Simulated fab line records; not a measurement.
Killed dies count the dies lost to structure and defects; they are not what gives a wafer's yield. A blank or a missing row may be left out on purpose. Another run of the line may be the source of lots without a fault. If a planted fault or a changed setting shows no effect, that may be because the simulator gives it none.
Matching of chambers	flow nand_harc	pecvd-04 running NHARC_A_CONTACT_DEP_24: 3 sister chambers
The step deposits SiO2, target thk 500 nm. 6 wafers are shown with their chamber, then 11 later ones without.

## WAFERS, EACH WITH ITS CHAMBER
wafer	chamber	throttle_valve_pct (%)	heater_power_w (W)
L090.5	0	15.2	591
L092.5	1	15.1	408
L093.2	0	15.6	551
L093.4	2	16.3	581
L093.5	1	15.1	388
L094.2	2	16.0	562

## WAFERS MISSING THEIR CHAMBER
wafer	throttle_valve_pct (%)	heater_power_w (W)
L094.4	15.5	610
L094.5	15.4	429
L094.1	15.6	599
L094.3	15.2	411
L094.6	16.1	596
L095.4	16.1	670
L095.5	15.5	422
L095.6	15.5	624
L097.1	16.2	527
L097.2	15.3	407
L097.5	15.5	601

## WHICH CHAMBER EACH WENT THROUGH
wafer	from the rows above	in truth
L094.4	can't be placed: 0 or 2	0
L094.5	1	1
L094.1	can't be placed: 0 or 2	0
L094.3	1	1
L094.6	2	2
L095.4	can't be placed: 2 or 0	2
L095.5	1	1
L095.6	can't be placed: 0 or 2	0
L097.1	2	2
L097.2	1	1
L097.5	can't be placed: 0 or 2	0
Placed correctly: 6 of 11. Unplaceable from these rows: 5, with the true chamber sitting among the candidates in 5. Wrongly placed: 0.
How it was worked out, from the rows above alone: a wafer's distance from a chamber is the root of the sum, over the readings, of the square of ((its reading less the chamber's mean) divided by the reading's scatter). The wafer belongs to the nearest chamber; if the next one is less than 2 further off, it can't be placed. The mean given for a chamber averages the wafers shown for that chamber. The scatter: the root of (the sum of the squares of (reading less its chamber's mean) over the shown wafers, divided by (wafers less chambers)).
